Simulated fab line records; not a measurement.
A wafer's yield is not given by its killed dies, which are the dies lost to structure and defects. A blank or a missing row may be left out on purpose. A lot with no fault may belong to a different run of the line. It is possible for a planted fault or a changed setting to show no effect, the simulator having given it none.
fab line records	flow nand-harc
[record] lots = 12	wafers = 36	last-day = 33
route steps=1302 shown P_M0@273 P_M1@298 END@1302
lots that met no fault: taken from a fault-free run of the same line
start-h: hours from the record's opening day to when the first of the lot's shown wafers began	wait-h: hours elapsed since this lot's preceding step	" repeats the value in the row above	L1.1+2: a row that stands for several wafers	- no value, or no start given	* or withheld: withheld	< > ~ a bound
route shown NAME@n: NAME is a module with steps in the file, n the number in the route of the first one	usual: mean/standard deviation taken from wafers without a fault	same: alike in all rows	chamber/n: place in a boat	sites: per-site readings	_std_site: the standard deviation of these	_edge_site: outer sites' mean less inner sites'	radius-mm: for every site, how far away it sits from the centre of the wafer	mask NAME#n: copy n	behind: tool/chamber where the wafer was last shaped	hold: reason for holding the lot/hours on hold/outcome of the hold	device: which transistor (n, p or np) failed to switch	end of line: tests run on the same wafers once the route is complete	a step with no rows: only its recipe	killed: at the first sort, the dies lost to defects and structure; wafer yield is something else	map: dies across one wafer; x = killed, . = not, _ = none there
set.NAME: the setting the step ran with; set.NAME@STEP: the setting that earlier step ran with	model.NAME: the simulator's own value behind a step, which no gauge read
one table for each step of the route and one row for each wafer, over a sample of lots
services: the hour from which a tool's chamber was out of use, counted from the record's first day as start-h (under 0 if before that day), plus the number of hours and why
[[steps]]
[step NHARC_P_M0_PRE_CLEAN_29]
[recipe] time-s = 30	temp-c = 280	gas = H2/He
[usual] heater-power-w = 412/33
lot.wafer	tool	chamber	start-h	wait-h	heater-power-w
L339.1	pvd-sputter-03	-	-	-	445
L339.6	"	-	"	"	435
L339.5	"	-	"	"	436
L340.2	pvd-sputter-02	-	-	-	371
L340.1	"	-	"	"	437
L340.5	"	-	"	"	374
L341.1	pvd-sputter-02	-	-	-	373
L341.3	"	-	"	"	375
L341.5	"	-	"	"	374
L342.2	pvd-sputter-03	-	-	-	438
L342.1	"	-	"	"	394
L342.6	"	-	"	"	440
L344.2	pvd-sputter-01	-	-	-	408
L344.4	"	-	"	"	461
L344.3	"	-	"	"	410
L346.3	pvd-sputter-01	-	-	-	445
L346.4	"	-	"	"	351
L346.6	"	-	"	"	405
L350.2	pvd-sputter-03	-	-	-	405
L350.3	"	-	"	"	452
L350.5	"	-	"	"	395
L351.1	pvd-sputter-02	-	-	-	365
L351.3	"	-	"	"	374
L351.2	"	-	"	"	421
L354.4	pvd-sputter-02	-	-	-	455
L354.1	"	-	"	"	412
L354.6	"	-	"	"	452
L355.3	pvd-sputter-03	-	-	-	457
L355.1	"	-	"	"	416
L355.6	"	-	"	"	412
L356.1	pvd-sputter-02	-	-	-	378
L356.5	"	-	"	"	364
L356.6	"	-	"	"	443
L362.3	pvd-sputter-01	-	-	-	401
L362.1	"	-	"	"	396
L362.6	"	-	"	"	388
[step NHARC_P_M1_DESCUM_14]
[recipe] time-s = 3	o2-flow-sccm = 200	ar-flow-sccm = 0	bias-power-w = 0	chemistry = O2
[usual] chamber-pressure-mTorr = 60.00/0.057	drypump-motor-current-A = 5.5/0.52	oes-product-au = 1.000/0.013	rf-vpp-V = 57.6/0.75	showerhead-plenum-p-Torr = 1.87/0.047	throttle-valve-pct = 11.312/0.0099
lot.wafer	tool	chamber	start-h	wait-h	chamber-pressure-mTorr	drypump-motor-current-A	oes-product-au	rf-hours-counter-h	rf-vpp-V	showerhead-plenum-p-Torr	throttle-valve-pct
L339.1	rie-diel-11	1	130.58	0.1	59.99	6.5	0.979	4	57.3	1.90	11.305
L339.6	"	2	"	"	60.01	4.8	1.032	-	58.1	1.82	11.315
L339.5	"	3	"	"	60.04	6.2	1.004	-	57.2	1.90	11.305
L340.2	rie-diel-03	0	138.49	0.1	59.96	5.4	0.998	2	57.2	1.82	11.322
L340.1	"	1	"	"	59.95	5.4	0.997	2	56.5	1.91	11.310
L340.5	"	3	"	"	59.99	5.3	0.996	-	58.2	1.91	11.313
L341.3	rie-diel-03	2	142.75	0.1	60.00	5.0	0.994	2	58.1	1.85	11.319
L341.1	"	3	"	"	60.00	5.3	0.995	2	58.2	1.91	11.304
L341.5	"	1	"	"	59.93	5.4	0.987	-	57.9	1.91	11.317
L342.2	rie-diel-03	3	161.37	0.1	59.99	5.3	1.003	3	58.1	1.91	11.302
L342.1	"	1	"	"	60.02	5.4	1.004	4	56.7	1.91	11.322
L342.6	"	3	"	"	59.88	5.3	1.005	-	58.2	1.91	11.331
L344.4	rie-diel-11	1	180.08	0.1	60.04	6.5	0.990	7	57.5	1.90	11.305
L344.3	"	2	"	"	60.10	4.8	1.018	7	58.0	1.82	11.306
L344.2	"	3	"	"	59.95	6.2	1.001	9	57.3	1.90	11.313
L346.3	rie-diel-03	1	195.67	0.1	60.05	5.4	1.013	5	58.0	1.91	11.309
L346.6	"	1	"	"	59.88	5.4	1.000	-	58.1	1.91	11.305
L346.4	"	3	"	"	60.04	5.3	1.008	-	57.5	1.91	11.322
L350.3	rie-diel-04	1	237.22	0.1	60.11	6.6	1.004	14	57.8	1.97	11.300
L350.2	"	3	"	"	59.96	6.6	1.004	14	56.7	1.98	11.298
L350.5	"	0	"	"	60.06	5.4	1.019	-	56.7	1.81	11.318
L351.3	rie-diel-11	0	242.85	0.1	60.01	5.5	1.009	13	56.6	1.82	11.337
L351.2	"	2	"	"	59.92	4.8	1.023	12	56.9	1.82	11.306
L351.1	"	3	"	"	59.92	6.2	0.993	13	59.0	1.89	11.309
L354.1	rie-diel-11	1	271.52	0.1	59.99	6.5	0.996	0	57.8	1.90	11.312
L354.4	"	2	"	"	59.95	4.8	1.003	0	55.7	1.82	11.325
L354.6	"	2	"	"	60.00	4.8	1.004	-	57.1	1.82	11.310
L355.3	rie-diel-11	1	286.98	0.1	60.10	6.5	1.000	2	56.9	1.89	11.303
L355.1	"	0	"	"	60.05	5.5	1.020	1	58.1	1.82	11.323
L355.6	"	2	"	"	60.03	4.8	0.995	-	57.1	1.82	11.296
L356.1	rie-diel-03	0	292.10	0.2	60.05	5.4	1.001	0	56.8	1.82	11.311
L356.6	"	2	"	"	60.02	5.0	0.971	-	58.2	1.85	11.308
L356.5	"	3	"	"	60.08	5.3	0.979	-	58.3	1.91	11.318
L362.3	rie-diel-03	1	362.96	0.1	60.01	5.4	0.989	5	57.2	1.91	11.313
L362.1	"	2	"	"	59.92	5.0	0.988	4	58.0	1.85	11.320
L362.6	"	0	"	"	60.06	5.4	1.009	-	57.9	1.81	11.304
[step NHARC_P_M1_PRE_CLEAN_30]
[recipe] time-s = 30	temp-c = 280	gas = H2/He
[usual] heater-power-w = 412/33
lot.wafer	tool	chamber	start-h	wait-h	heater-power-w
L339.1	pvd-sputter-01	-	-	-	412
L339.6	"	-	"	"	410
L339.5	"	-	"	"	344
L340.2	pvd-sputter-03	-	-	-	442
L340.1	"	-	"	"	439
L340.5	"	-	"	"	434
L341.3	pvd-sputter-01	-	-	-	404
L341.1	"	-	"	"	452
L341.5	"	-	"	"	345
L342.1	pvd-sputter-02	-	-	-	437
L342.2	"	-	"	"	412
L342.6	"	-	"	"	368
L344.2	pvd-sputter-01	-	-	-	414
L344.4	"	-	"	"	456
L344.3	"	-	"	"	405
L346.3	pvd-sputter-01	-	-	-	405
L346.4	"	-	"	"	359
L346.6	"	-	"	"	454
L350.2	pvd-sputter-03	-	-	-	400
L350.3	"	-	"	"	423
L350.5	"	-	"	"	408
L351.1	pvd-sputter-01	-	-	-	385
L351.3	"	-	"	"	397
L351.2	"	-	"	"	349
L354.1	pvd-sputter-03	-	-	-	454
L354.4	"	-	"	"	422
L354.6	"	-	"	"	413
L355.1	pvd-sputter-01	-	-	-	446
L355.3	"	-	"	"	386
L355.6	"	-	"	"	450
L356.1	pvd-sputter-02	-	-	-	373
L356.5	"	-	"	"	419
L356.6	"	-	"	"	366
L362.1	pvd-sputter-01	-	-	-	351
L362.3	"	-	"	"	382
L362.6	"	-	"	"	387
[step NHARC_P_M1_ECD_22]
[recipe] target-thk-a = 4000	bath-temp-c = 25	material = Cu
lot.wafer	tool	chamber	start-h	wait-h
L339.1+5+6	ecd-cu-01	1,0,1	131.98	-
L340.2+1+5	ecd-cu-01	0,1,1	139.85	-
L341.1+3+5	ecd-cu-02	1,1,0	144.12	-
L342.1+2+6	ecd-cu-02	0,1,0	162.80	-
L344.2+3+4	ecd-cu-02	0,0,1	181.46	-
L346.3+4+6	ecd-cu-01	1,0,0	197.17	-
L350.2+3+5	ecd-cu-01	0,1,1	238.72	-
L351.2+1+3	ecd-cu-02	0,1,1	244.23	-
L354.1+4+6	ecd-cu-01	0	273.00	-
L355.1+3+6	ecd-cu-02	1	288.41	-
L356.1+5+6	ecd-cu-02	0,1,0	293.75	-
L362.1+3+6	ecd-cu-01	1,0,1	364.41	-
[step NHARC_P_M1_CMP_23]
[recipe] t-overpolish-s = 20	target-thk-nm = 157.82
[usual] motor-current-A = 11.6/1.1	time-to-endpoint-s = 28/3.9
lot.wafer	tool	chamber	start-h	wait-h	motor-current-A	time-to-endpoint-s
L339.1	cmp-01	3	132.66	-	10.8	28
L339.6	"	3	"	"	11.0	26
L339.5	"	0	"	"	12.9	32
L340.1	cmp-02	0	140.63	-	13.8	19
L340.2	"	1	"	"	11.2	29
L340.5	"	2	"	"	11.9	28
L341.1	cmp-01	3	144.87	-	10.4	29
L341.3	"	0	"	"	12.9	31
L341.5	"	2	"	"	10.5	32
L342.1	cmp-01	0	163.51	-	12.0	29
L342.2	"	3	"	"	11.0	26
L342.6	"	0	"	"	12.6	28
L344.2	cmp-02	3	182.18	-	12.0	32
L344.4	"	1	"	"	11.5	31
L344.3	"	2	"	"	12.3	29
L346.3	cmp-02	0	197.85	-	13.5	23
L346.4	"	1	"	"	11.9	31
L346.6	"	3	"	"	11.3	32
L350.2	cmp-01	3	239.39	-	11.3	28
L350.3	"	0	"	"	12.9	29
L350.5	"	0	"	"	12.1	27
L351.2	cmp-02	1	244.94	-	11.2	34
L351.3	"	3	"	"	11.8	35
L351.1	"	0	"	"	13.2	28
L354.1	cmp-01	1	273.71	-	10.0	22
L354.4	"	3	"	"	11.0	25
L354.6	"	0	"	"	12.5	30
L355.3	cmp-03	3	289.08	-	11.8	33
L355.1	"	2	"	"	9.3	10
L355.6	"	3	"	"	12.0	17
L356.1	cmp-03	0	294.45	-	13.1	15
L356.5	"	3	"	"	12.4	30
L356.6	"	0	"	"	13.1	12
L362.1	cmp-01	1	365.08	-	9.7	26
L362.3	"	0	"	"	13.2	29
L362.6	"	1	"	"	9.7	24
[step NHARC_END_SORT_01]
[recipe] temp-c = 25
[usual] defect-limited-yield = 91.5/2.5	killed-at-array = 52/17	killed-at-other = 1.2/1.4	killed-at-periphery = 4.7/2.9	killed-dies = 58/17	killed-open = 3.2/1.9	killed-short = 2.4/1.4	sort_bin_2_pct = 3.0/1.1	sort_bin_3_pct = 0.6/0.37	sort_bin_4_pct = 4.8/1.4	sort-n-pass = 619/17	sort-rim-yield-pct = 90/4.9	sort-yield-pct = 91.5/2.5
[same] gross-dies = 677	sort_bin_5_pct[%] = 0	sort_bin_6_pct[%] = 0	sort_bin_7_pct[%] = 0	sort_bin_8_pct[%] = 0	sort-rim-n-gross = 106.00
lot.wafer	tool	chamber	start-h	wait-h	defect-limited-yield[%]	killed-at-array	killed-at-other	killed-at-periphery	killed-dies	killed-open	killed-short	sort_bin_2_pct[%]	sort_bin_3_pct[%]	sort_bin_4_pct[%]	sort-n-pass	sort-rim-yield-pct[%]	sort-yield-pct[%]
L350.2	prober-01	0	667.78	2.8	89.5	66	3	2	71	3	3	4.6	0.4	5.5	606	92	89.5
// killed by level:class
L350.2 A_SLIT:chamber-film-flake=38 A_CHANNEL_HOLE_D1:chamber-film-flake=16 A_STAIRCASE:chamber-film-flake=4 THIN_TSV:chamber-film-flake=3 A_CONTACT:chamber-film-flake=2 P_STI:geometric-particle:short=1 A_CHANNEL_HOLE_D1:geometric-particle:short=1 A_DECK1_JOINT:geometric-particle:short=1
[[services]]
tool	chamber	start-h	hours	kind
rie-diel-03	-	104.71	9.0	pm
pvd-sputter-01	-	105.21	16.9	repair
pvd-sputter-02	-	122.23	10.0	pm
cmp-01	-	125.03	2.9	repair
rie-diel-03	1	143.65	2.8	repair
pvd-sputter-03	-	146.82	1.5	repair
cmp-01	-	157.25	1.7	repair
ecd-cu-01	-	160.00	8.0	pm
pvd-sputter-03	-	170.00	10.0	pm
rie-diel-03	-	181.80	0.5	repair
rie-diel-03	2	182.89	12.9	repair
cmp-01	-	185.50	4.0	pm
ecd-cu-01	-	186.14	2.1	repair
ecd-cu-01	-	190.55	3.2	repair
ecd-cu-02	-	199.72	1.4	repair
cmp-01	-	207.83	2.0	repair
pvd-sputter-01	-	226.03	10.0	pm
pvd-sputter-03	-	280.58	1.5	repair
pvd-sputter-02	-	300.23	10.0	pm
pvd-sputter-01	-	314.73	1.0	repair
pvd-sputter-02	-	320.66	2.5	repair
pvd-sputter-01	-	321.14	2.1	repair
pvd-sputter-01	-	329.18	1.4	repair
pvd-sputter-03	-	348.00	10.0	pm
[[key]]
[first-sign] step = NHARC_P_M1_CMP_23	reading = time-to-endpoint-s	direction = down	sigmas = 3.8	usual = *	struck = *
effect none on later readings
met-at NHARC_P_M1_ECD_22
struck-lots L355,L356
struck-wafers L355.1,L355.6,L356.1,L356.6
not-acting-at NHARC_P_M0_PRE_CLEAN_29,NHARC_P_M1_DESCUM_14,NHARC_P_M1_PRE_CLEAN_30
onset-between 244.23 288.41
[fault] kind = process-parameter-drift	tool = ecd-cu-02	chamber = -	onset-h = 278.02	steps = NHARC_P_M1_ECD_22	channel = target-thk-a	offset = *	shape = step	end-h = 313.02	scope = struck-wafers-only	acts-in = *	stated = *
